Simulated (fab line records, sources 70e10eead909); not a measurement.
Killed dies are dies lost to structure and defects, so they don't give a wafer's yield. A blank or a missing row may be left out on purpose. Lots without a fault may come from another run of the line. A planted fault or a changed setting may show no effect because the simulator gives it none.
Chamber matching | flow nand_harc | NHARC_A_CONTACT_CMP_20 on cmp-03: 4 sister chambers
The step polishes, t overpolish 30 s, target thk 300 nm. 4 wafers are shown with their chamber, then 11 later ones without.

WAFERS WITH THEIR CHAMBER
wafer  | chamber | motor_current_A (A)
L084.2 | 2       | 11.0
L085.1 | 0       | 12.7
L085.3 | 3       | 10.8
L085.2 | 1       | 13.8

WAFERS WITHOUT THEIR CHAMBER
wafer  | motor_current_A (A)
L085.4 | 10.9
L085.5 | 12.8
L086.1 | 13.6
L086.2 | 11.3
L086.3 | 13.5
L094.1 | 11.1
L094.4 | 13.1
L094.6 | 12.6
L097.1 | 13.1
L097.2 | 11.2
L097.4 | 13.4

WHICH CHAMBER EACH WENT THROUGH
wafer  | from the rows above     | in truth
L085.4 | can't be placed: 2 or 3 | 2
L085.5 | 0                       | 0
L086.1 | 1                       | 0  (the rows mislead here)
L086.2 | can't be placed: 2 or 3 | 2
L086.3 | can't be placed: 1 or 0 | 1
L094.1 | can't be placed: 2 or 3 | 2
L094.4 | can't be placed: 0 or 1 | 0
L094.6 | 0                       | 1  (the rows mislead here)
L097.1 | can't be placed: 0 or 1 | 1
L097.2 | can't be placed: 2 or 3 | 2
L097.4 | can't be placed: 1 or 0 | 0
Placed correctly: 1 of 11. Can't be placed from these rows: 8 (the true chamber is among the candidates in 8). Placed wrongly: 2.
How it was worked out, from the rows above alone: a wafer's distance from a chamber is the root of the sum, over the readings, of the square of ((its reading less the chamber's mean) divided by the reading's scatter). The wafer belongs to the nearest chamber; if the next one is less than 2 further off, it can't be placed. A chamber's mean is the mean of its shown wafers. The scatter: with one shown wafer a chamber, the root of the mean of the squares of how far each hidden wafer lies from its nearest shown one.
